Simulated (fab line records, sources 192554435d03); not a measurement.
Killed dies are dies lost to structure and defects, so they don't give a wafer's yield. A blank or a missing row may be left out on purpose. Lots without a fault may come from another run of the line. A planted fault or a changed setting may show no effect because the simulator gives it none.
Which tool did it? | flow n5_finfet | 24 lots, 72 wafers sampled, at 3 steps of a route of 1938

WHAT THE GAUGES READ, wafer by wafer
N5_STI_FIN_REVEAL_THK_MEAS_05.
lot  | measured    | on            | thk_nm (nm)
L074 | day 2 10:11 | film_metro-01 | 133.2 132.3 135.3
L075 | day 2 15:25 | film_metro-02 | 134.2 131.2 133.2
L076 | day 2 20:57 | film_metro-02 | 131.1 131.4 131.1
L077 | day 3 03:02 | film_metro-02 | 132.7 133.0 132.3
L078 | day 3 11:52 | film_metro-01 | 133.0 131.8 131.0
L079 | day 3 18:34 | film_metro-02 | 130.0 132.9 133.4
L080 | day 3 22:09 | film_metro-01 | 131.6 131.4 132.2
L081 | day 4 05:08 | film_metro-01 | 131.7 133.3 132.6
L082 | day 4 08:41 | film_metro-02 | 132.7 132.6 131.9
L083 | day 4 14:43 | film_metro-01 | 133.8 132.6 133.4
L084 | day 4 22:43 | film_metro-01 | 133.1 132.4 134.6
L085 | day 5 04:18 | film_metro-01 | 133.3 130.5 132.4
L086 | day 5 13:39 | film_metro-01 | 131.4 135.2 132.2
L087 | day 5 17:47 | film_metro-01 | 131.7 132.5 131.6
L088 | day 5 21:56 | film_metro-01 | 131.6 130.9 132.3
L089 | day 6 03:16 | film_metro-01 | 133.8 133.1 132.7
L090 | day 6 09:50 | film_metro-01 | 132.3 133.8 133.8
L091 | day 6 16:05 | film_metro-02 | 132.6 133.4 135.0
L092 | day 6 20:38 | film_metro-01 | 133.9 132.5 134.4
L093 | day 7 03:19 | film_metro-01 | 132.5 130.1 133.5
L094 | day 7 09:34 | film_metro-02 | 134.0 130.5 132.9
L095 | day 7 17:08 | film_metro-02 | 132.8 133.1 133.7
L096 | day 7 22:52 | film_metro-02 | 131.3 133.5 132.0
L097 | day 8 06:04 | film_metro-01 | 132.4 132.4 134.6

N5_STI_FIN_REVEAL_CD_MEAS_22: target cd 6.238 nm, pitch 28 nm.
lot  | measured    | on        | cd_nm (nm)
L074 | day 2 13:20 | cd_sem-01 | 6.23 6.38 6.10
L075 | day 2 19:07 | cd_sem-03 | 6.22 6.51 6.20
L076 | day 3 00:09 | cd_sem-02 | 6.35 6.59 6.29
L077 | day 3 06:22 | cd_sem-01 | 5.97 6.21 6.17
L078 | day 3 15:05 | cd_sem-02 | 6.24 6.55 6.43
L079 | day 3 21:51 | cd_sem-03 | 6.20 6.31 6.34
L080 | day 4 01:23 | cd_sem-01 | 6.24 6.19 6.45
L081 | day 4 08:25 | cd_sem-01 | 6.12 6.34 6.12
L082 | day 4 11:52 | cd_sem-02 | 5.93 6.18 6.41
L083 | day 4 17:59 | cd_sem-01 | 6.71 6.38 5.73
L084 | day 5 01:52 | cd_sem-01 | 6.31 6.55 6.70
L085 | day 5 07:30 | cd_sem-03 | 6.46 6.47 5.81
L086 | day 5 16:48 | cd_sem-03 | 6.10 6.38 6.83
L087 | day 5 21:10 | cd_sem-03 | 6.39 6.12 6.36
L088 | day 6 01:06 | cd_sem-02 | 6.33 6.50 6.19
L089 | day 6 06:26 | cd_sem-01 | 6.01 5.90 5.94
L090 | day 6 13:04 | cd_sem-01 | 6.22 6.11 6.03
L091 | day 6 19:18 | cd_sem-02 | 6.27 6.24 5.79
L092 | day 6 23:48 | cd_sem-01 | 5.99 6.23 6.08
L093 | day 7 06:44 | cd_sem-01 | 6.04 5.80 5.98
L094 | day 7 12:44 | cd_sem-03 | 6.23 6.66 6.53
L095 | day 7 20:27 | cd_sem-01 | 6.29 6.06 6.09
L096 | day 8 02:04 | cd_sem-03 | 6.57 6.08 6.24
L097 | day 8 09:17 | cd_sem-03 | 6.49 6.12 6.13

N5_DUMMY_GATE_CD_MEAS_24: target cd 15 nm.
lot  | measured    | on        | cd_nm (nm)
L074 | day 3 03:05 | cd_sem-02 | 15.6 15.4 15.4
L075 | day 3 07:20 | cd_sem-01 | 13.9 14.4 14.6
L076 | day 3 10:54 | cd_sem-03 | 15.1 15.2 15.2
L077 | day 3 16:14 | cd_sem-03 | 14.4 14.6 13.7
L078 | day 4 05:38 | cd_sem-03 | 14.4 14.8 15.6
L079 | day 4 09:35 | cd_sem-02 | 14.7 14.5 14.5
L080 | day 4 12:54 | cd_sem-01 | 15.3 14.4 15.0
L081 | day 4 19:01 | cd_sem-01 | 14.8 15.5 15.0
L082 | day 4 21:58 | cd_sem-01 | 15.4 14.6 14.0
L083 | day 5 03:34 | cd_sem-01 | 14.9 14.4 15.0
L084 | day 5 12:50 | cd_sem-02 | 14.8 15.2 15.3
L085 | day 5 17:42 | cd_sem-03 | 15.1 14.5 14.3
L086 | day 6 04:44 | cd_sem-02 | 14.7 14.8 14.0
L087 | day 6 09:10 | cd_sem-01 | 14.4 14.7 14.3
L088 | day 6 15:12 | cd_sem-01 | 14.5 15.1 14.3
L089 | day 6 16:31 | cd_sem-03 | 15.1 15.4 14.8
L090 | day 6 22:56 | cd_sem-01 | 14.8 14.7 14.7
L091 | day 7 05:34 | cd_sem-03 | 15.3 14.7 14.7
L092 | day 7 10:08 | cd_sem-01 | 15.4 14.6 15.3
L093 | day 7 17:30 | cd_sem-03 | 14.6 14.6 14.5
L094 | day 7 22:29 | cd_sem-03 | 15.6 14.9 15.6
L095 | day 8 06:27 | cd_sem-03 | 15.3 15.5 15.6
L096 | day 8 11:40 | cd_sem-03 | 15.8 15.4 15.3
L097 | day 8 20:02 | cd_sem-03 | 15.0 14.3 14.5

WHICH TOOL RAN EACH LOT (tool, then ch and the chambers of the sampled wafers, then the start)
The record holds no process step before these readings.

WHAT THE TOOLS THEMSELVES READ (means of the sampled wafers that have a number; where no wafer has one, the mark that the record gives instead)
The record holds no such reading with a usual standard deviation.

THE ANSWER, worked out from the rows above alone
Rule: what is usual is taken from the lots themselves. Put in order of their means at a reading, lots are off if they are a third of the lots or fewer, leave a main group of 4 or more, and stand apart from it by a gap of 3 or more times the standard deviation of the main group's means; of several such gaps the widest counts. A main group whose means are all the same, to the digits that the tables above print for the reading, isn't used. A lot without any number at a reading at which 4 lots or more have one is off too. The other lots that the step has rows for count as sound. The gauges are gone through in route order, then the tools' own readings, and for those a lot's mean is taken as printed above. The first step at which some lot is off is used, and at that step the reading that is off furthest; a lot without a number counts as furthest.
No lot is off at any reading shown: from this, nothing can be told.

WHAT THE SIMULATOR HAD PUT IN
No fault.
